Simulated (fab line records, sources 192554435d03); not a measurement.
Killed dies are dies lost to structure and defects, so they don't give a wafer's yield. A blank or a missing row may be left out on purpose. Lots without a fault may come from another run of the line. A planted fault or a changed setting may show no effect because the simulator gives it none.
Split-lot experiment | flow n5_finfet | 7 lots, 39 wafers read, on a route of 1938 steps

THE SPLIT
At N5_BEOL_M9_CVD_78 (deposits Co from CCTBA/H2, target thk 2 nm, time 138.9 s), the setting target_thk_a was moved away from the recipe's 20 angstrom on 18 of the 39 wafers read, by -59.8% to +47.4%. The other wafers ran this setting at the recipe's value.

The reading is taken at the split's own step.

THE READING
Co_of_BEOL_M9_CVD_78.thk_nm (the simulator's own value, which no gauge read), in nm, at N5_BEOL_M9_CVD_78 (deposits Co from CCTBA/H2, target thk 2 nm, time 138.9 s). The file gives no usual value for it. The 21 wafers here that ran the recipe average 2.0 nm, standard deviation 0.12 nm.

wafer  | tool, chamber at the split | target_thk_a as run, angstrom | against the recipe | Co_of_BEOL_M9_CVD_78.thk_nm, nm | against lot-mates on the recipe
L078.2 | cvd_co-02, 1               | 20                            | recipe             | 2.2                             | -
L078.6 | cvd_co-02, 1               | 20                            | recipe             | 2.2                             | -
L078.4 | cvd_co-02, 0               | 20                            | recipe             | 2                               | -
L079.1 | cvd_co-02, 2,1,0           | 29.47                         | +47.4%             | 3                               | +1.0
L079.2 | cvd_co-02, 2,1,0           | 29.47                         | +47.4%             | 3                               | +1.0
L079.6 | cvd_co-02, 2,1,0           | 29.47                         | +47.4%             | 3                               | +1.0
L079.3 | cvd_co-02, 0,2,1           | 20                            | recipe             | 2                               | -
L079.4 | cvd_co-02, 0,2,1           | 20                            | recipe             | 2                               | -
L079.5 | cvd_co-02, 0,2,1           | 20                            | recipe             | 2                               | -
L086.1 | cvd_co-01, 2,0             | 12.59                         | -37.1%             | 1.2                             | -0.7
L086.3 | cvd_co-01, 2,0             | 12.59                         | -37.1%             | 1.2                             | -0.7
L086.2 | cvd_co-01, 1,2             | 20                            | recipe             | 1.8                             | -
L086.6 | cvd_co-01, 1,2             | 20                            | recipe             | 1.8                             | -
L086.4 | cvd_co-01, 1               | 12.59                         | -37.1%             | 1                               | -0.9
L086.5 | cvd_co-01, 0               | 20                            | recipe             | 2                               | -
L087.1 | cvd_co-02, 2,1,0           | 27.81                         | +39.0%             | 2.8                             | +0.7
L087.2 | cvd_co-02, 2,1,0           | 27.81                         | +39.0%             | 2.8                             | +0.7
L087.4 | cvd_co-02, 2,1,0           | 27.81                         | +39.0%             | 2.8                             | +0.7
L087.3 | cvd_co-02, 0,2             | 20                            | recipe             | 2                               | -
L087.5 | cvd_co-02, 0,2             | 20                            | recipe             | 2                               | -
L087.6 | cvd_co-02, 1               | 20                            | recipe             | 2.2                             | -
L089.1 | cvd_co-02, 0,2,1           | 12.08                         | -39.6%             | 1.2                             | -0.7
L089.2 | cvd_co-02, 0,2,1           | 12.08                         | -39.6%             | 1.2                             | -0.7
L089.5 | cvd_co-02, 0,2,1           | 12.08                         | -39.6%             | 1.2                             | -0.7
L089.3 | cvd_co-02, 1,2             | 20                            | recipe             | 1.8                             | -
L089.6 | cvd_co-02, 1,2             | 20                            | recipe             | 1.8                             | -
L089.4 | cvd_co-02, 0               | 20                            | recipe             | 2                               | -
L093.1 | cvd_co-01, 1,0,1           | 20                            | recipe             | 2                               | -
L093.3 | cvd_co-01, 1,0,1           | 20                            | recipe             | 2                               | -
L093.4 | cvd_co-01, 1,0,1           | 20                            | recipe             | 2                               | -
L093.2 | cvd_co-01, 2               | 8.041                         | -59.8%             | 0.6                             | -1.4
L093.5 | cvd_co-01, 2               | 8.041                         | -59.8%             | 0.6                             | -1.4
L093.6 | cvd_co-01, 0               | 8.041                         | -59.8%             | 0.8                             | -1.2
L096.1 | cvd_co-01, 0               | 23.07                         | +15.3%             | 2.4                             | +0.3
L096.4 | cvd_co-01, 0               | 23.07                         | +15.3%             | 2.4                             | +0.3
L096.2 | cvd_co-01, 2               | 20                            | recipe             | 2                               | -
L096.5 | cvd_co-01, 2               | 20                            | recipe             | 2                               | -
L096.3 | cvd_co-01, 2               | 23.07                         | +15.3%             | 2.2                             | +0.1
L096.6 | cvd_co-01, 0               | 20                            | recipe             | 2.2                             | -
Where a row lists several chambers, the file gives one row for several wafers and doesn't say which wafer went through which chamber.

THE FIT
A straight line over all 39 wafers: Co_of_BEOL_M9_CVD_78.thk_nm changes by +0.0216 nm for each +1% of target_thk_a; r = +0.99; the points scatter about the line by 0.11 nm.
The same after taking each lot's own level away (the mean of its wafers on the recipe; 39 wafers): +0.0203 nm for each +1%; r = +0.99; scatter 0.095 nm.
On that fit, the largest move of target_thk_a shifts the reading by 1.2 nm.
The lots' own levels span 1.87 to 2.13 nm, that is 2.2 times the standard deviation above.
So the lot-to-lot level changes the slope little: the two slopes agree.
Check: with one of the wafers moved furthest among these (-59.8%) left out of the fit, the line predicts -1.19 nm for it against its lot-mates. It came out at -1.4 nm against them.

OTHER SPLITS ON THESE WAFERS
These wafers also went through other splits before the reading. Each is held against what the fit with the lots' levels taken away leaves over:
other split on the same wafers          | wafers away from the commonest value | r with Co_of_BEOL_M9_CVD_78.thk_nm (lot level and that fit taken away)
N5_STI_FIN_REVEAL_ETCHBACK_08 time_s    | 12                                   | -0.14
N5_BEOL_M0_SAQP_ETCH_106 target_depth_a | 12                                   | -0.25
N5_BEOL_M4_ILD_DEP_00 target_thk_a      | 18                                   | -0.14
N5_BEOL_M4_TRENCH_ETCH_37 time_s        | 15                                   | +0.17
N5_BEOL_M6_VIA_ETCH_34 time_s           | 18                                   | +0.01

THE FILE'S OWN FIT
Co_of_BEOL_M9_CVD_78.thk_nm changes by +0.0203 nm for each +1% of target_thk_a, r = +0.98.
